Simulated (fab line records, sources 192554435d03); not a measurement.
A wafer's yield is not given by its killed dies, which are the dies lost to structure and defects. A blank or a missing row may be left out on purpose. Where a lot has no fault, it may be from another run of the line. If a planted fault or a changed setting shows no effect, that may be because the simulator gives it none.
2 desks, one fault || flow n5_finfet || only its own numbers are on each desk; what lay behind them is given at the end

## THE DEFECT DESK
Counts from the inspections along the route, per lot, as means over the sampled wafers that have a number. A lot is out of limits, marked OUT, if its mean lies more than 4 standard deviations from the usual mean; the brackets give that distance.
Columns: A = raw_defect_count at N5_BEOL_M4_INSPECT_13, usual 432
{"lot": "L676", "first seen here": "day 8 16:57", "A": 489}
{"lot": "L679", "first seen here": "day 9 22:05", "A": 536}
{"lot": "L682", "first seen here": "day 10 14:55", "A": 583}
{"lot": "L683", "first seen here": "day 10 20:01", "A": 345}
{"lot": "L684", "first seen here": "day 11 03:59", "A": 345}
{"lot": "L689", "first seen here": "day 13 00:22", "A": 442}
{"lot": "L688", "first seen here": "day 13 00:34", "A": 359}
{"lot": "L678", "first seen here": "day 13 12:38", "A": 436}
{"lot": "L690", "first seen here": "day 14 10:02", "A": 351}
{"lot": "L698", "first seen here": "day 14 23:50", "A": 352}
This desk's verdict: no lot among the 10 shows anything out of limits.

## THE METROLOGY DESK
Means of the sampled wafers that have a number, per lot and without regard to the tool the lot ran on: this is what the gauges read. A lot is out of limits, marked OUT, if its mean lies more than 4 standard deviations from the usual mean; the brackets give that distance. 7 of its 11 readings are shown: the first one out of limits and those lying furthest out on some lot.
Columns: A = M4_OVL at N5_BEOL_M4_OVL_MEAS_12, usual -0.2 nm; B = DIBL_N at N5_BEOL_M4_RC_MEAS_101, usual 36.0 mV/V; C = IOFF_P at N5_BEOL_M4_RC_MEAS_101, usual 0.21 nA/um; D = ION_N at N5_BEOL_M4_RC_MEAS_101, usual 675 uA/um; E = SS_N at N5_BEOL_M4_RC_MEAS_101, usual 71.4 mV/dec; F = SS_P at N5_BEOL_M4_RC_MEAS_101, usual 73.2 mV/dec; G = VT_P at N5_BEOL_M4_RC_MEAS_101, usual -251 mV
{"lot": "L676", "first seen here": "day 8 16:54", "A": 0.5, "B": 36.0, "C": 0.26, "D": 670, "E": 71.0, "F": 73.5, "G": -243}
{"lot": "L679", "first seen here": "day 9 22:03", "A": -0.9, "B": 35.1, "C": 0.18, "D": 673, "E": 70.7, "F": 72.9, "G": -254}
{"lot": "L682", "first seen here": "day 10 14:52", "A": -0.8, "B": 35.4, "C": 0.19, "D": 673, "E": 71.3, "F": 72.7, "G": -251}
{"lot": "L683", "first seen here": "day 10 19:57", "A": "5.6 (+9.6) OUT", "B": 36.4, "C": 0.19, "D": 668, "E": 71.7, "F": 73.0, "G": -253}
{"lot": "L684", "first seen here": "day 11 03:56", "A": "6.1 (+10) OUT", "B": 33.8, "C": 0.18, "D": 664, "E": 70.8, "F": 72.3, "G": -252}
{"lot": "L689", "first seen here": "day 13 00:19", "A": -0.8, "B": 35.2, "C": 0.20, "D": 662, "E": 71.4, "F": 72.8, "G": -250}
{"lot": "L688", "first seen here": "day 13 00:31", "A": -0.5, "B": 37.2, "C": 0.20, "D": 662, "E": 72.3, "F": 72.8, "G": -251}
{"lot": "L678", "first seen here": "day 13 12:35", "A": "5.7 (+9.7) OUT", "B": 36.1, "C": 0.23, "D": 678, "E": 71.9, "F": 73.6, "G": -251}
{"lot": "L690", "first seen here": "day 14 09:59", "A": 0.2, "B": 35.6, "C": 0.20, "D": 679, "E": 71.1, "F": 72.7, "G": -249}
{"lot": "L698", "first seen here": "day 14 23:47", "A": -0.1, "B": 36.6, "C": 0.24, "D": 676, "E": 71.4, "F": 73.4, "G": -246}
This desk's finding: out of limits on L678, L683, L684; first on L683, day 10 19:57 (M4_OVL at N5_BEOL_M4_OVL_MEAS_12). In limits: L676, L679, L682, L689, L688, L690, L698.

## PUT TOGETHER
At day 10 19:57 the metrology desk could have sounded an alarm, on L678, L683, L684.
No out-of-limits result turned up at the defect desk.
The defect desk has L678, L683, L684 on record, within its limits.
The lots listed all ran N5_BEOL_M4_EXPOSE_08 on euv_scanner-01.

## WHAT THE SIMULATOR HAD PUT IN
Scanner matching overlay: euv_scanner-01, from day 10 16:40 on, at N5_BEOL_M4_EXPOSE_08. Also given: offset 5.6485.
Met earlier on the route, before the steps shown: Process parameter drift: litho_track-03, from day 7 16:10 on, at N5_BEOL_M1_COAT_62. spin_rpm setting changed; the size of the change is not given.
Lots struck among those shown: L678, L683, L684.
Delay in hours, fault start to first out-of-limits reading, per desk: metrology desk 3.
